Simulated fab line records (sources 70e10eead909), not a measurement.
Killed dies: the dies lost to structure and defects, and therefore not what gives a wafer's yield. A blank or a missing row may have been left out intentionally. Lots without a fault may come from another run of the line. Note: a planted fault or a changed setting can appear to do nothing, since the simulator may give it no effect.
A struck lot beside a sound one ; flow nand_harc ; 16 steps out of a route of 1302
Sound: these wafers, L604.1, L604.5, L604.6. Struck: wafers L596.2, L596.5, L596.6. The cause is given at the end.
Per side, at each step with rows, come the tool, then ch with its chambers, and then its first start. Under that, the readings that differ: sound wafers ; struck wafers ; difference of the means ; sigmas: that difference in standard deviations of wafers without a fault.
alike: readings with means less than 2 such deviations apart, plus words and numbers identical on both sides. not compared: withheld readings, readings lacking a value on some wafer, bounds such as >300 that could conceal the same value, and numbers that have no deviation in the record and whose values overlap.
A row with sigmas, a row that says differs or no value, or rows on one side alone: a step with any of these is where the two part. Non-overlapping numbers with no deviation appear without sigmas and do not part them. Lack of a reading on every wafer of one side parts them only where that side has two or more wafers.

NHARC_A_ONON_D2_THK_MEAS_05: measures by ellipsometry.
  sound: film_metro-01 at day 19 12:22; struck: film_metro-01 at day 16 04:57
  alike: thk_nm
after that, 1 step with no rows for these wafers: NHARC_A_ONON_D2_DEP_06 (target thk 1000 nm).
NHARC_A_ONON_D2_THK_MEAS_08: measures by ellipsometry.
  sound: film_metro-01 at day 19 12:56; struck: film_metro-01 at day 16 05:31
  alike: thk_nm
after that, 1 step with no rows for these wafers: NHARC_A_ONON_D2_DEP_09 (target thk 1000 nm).
NHARC_A_ONON_D2_THK_MEAS_11: measures by ellipsometry.
  sound: film_metro-02 at day 19 13:31; struck: film_metro-01 at day 16 06:05
  alike: thk_nm
after that, 1 step with no rows for these wafers: NHARC_A_ONON_D2_DEP_12 (target thk 1000 nm).
NHARC_A_ONON_D2_THK_MEAS_14: measures by ellipsometry.
  sound: film_metro-02 at day 19 14:05; struck: film_metro-02 at day 16 06:39
reading;sound;struck;difference;sigmas
thk_nm (nm);1011 1011 1012;983 983 984;-28;-3
then, 2 steps without rows for these wafers: NHARC_A_ONON_D2_ANNEAL_15 (time 3600 s); NHARC_A_ONON_D2_DEP_16 (target thk 1000 nm).
NHARC_A_ONON_D2_THK_MEAS_18: measures by ellipsometry.
  sound: film_metro-02 at day 19 21:52; struck: film_metro-01 at day 16 14:22
  alike: thk_nm
after that, 1 step with no rows for these wafers: NHARC_A_ONON_D2_DEP_19 (target thk 1000 nm).
NHARC_A_ONON_D2_THK_MEAS_21: measures by ellipsometry.
  sound: film_metro-02 at day 19 22:26; struck: film_metro-01 at day 16 14:56
reading;sound;struck;difference;sigmas
thk_nm (nm);993 993 996;1014 1012 1012;+19;+2
NHARC_A_ONON_D2_DEP_22: target thk 1000 nm.
  sound on pecvd_onon-04 ch 0, day 19 22:29; struck on pecvd_onon-04 ch 0, day 16 15:03
NHARC_A_ONON_D2_THK_MEAS_24: measures by ellipsometry.
  sound: film_metro-01 at day 19 23:01; struck: film_metro-01 at day 16 15:30
reading;sound;struck;difference;sigmas
thk_nm (nm);1003 1005 1003;1686 1687 1686;+683;+68
after that, 1 step with no rows for these wafers: NHARC_A_ONON_D2_DEP_25 (target thk 1000 nm).
-- the record jumps here: 11 days lie between the struck wafers' starts before and after (it left off in module A_ONON_D2 and takes up again in module END, whose first step shown is number 1302 of the route) --
NHARC_END_SORT_01:
  only the struck wafers appear in the record here, on prober-02 ch 0 at day 28 00:38; the sound ones have no rows

## WHERE THEY PART
At NHARC_A_ONON_D2_THK_MEAS_14 first; at NHARC_END_SORT_01 last (within this record only).

WHY: what the simulator had put in
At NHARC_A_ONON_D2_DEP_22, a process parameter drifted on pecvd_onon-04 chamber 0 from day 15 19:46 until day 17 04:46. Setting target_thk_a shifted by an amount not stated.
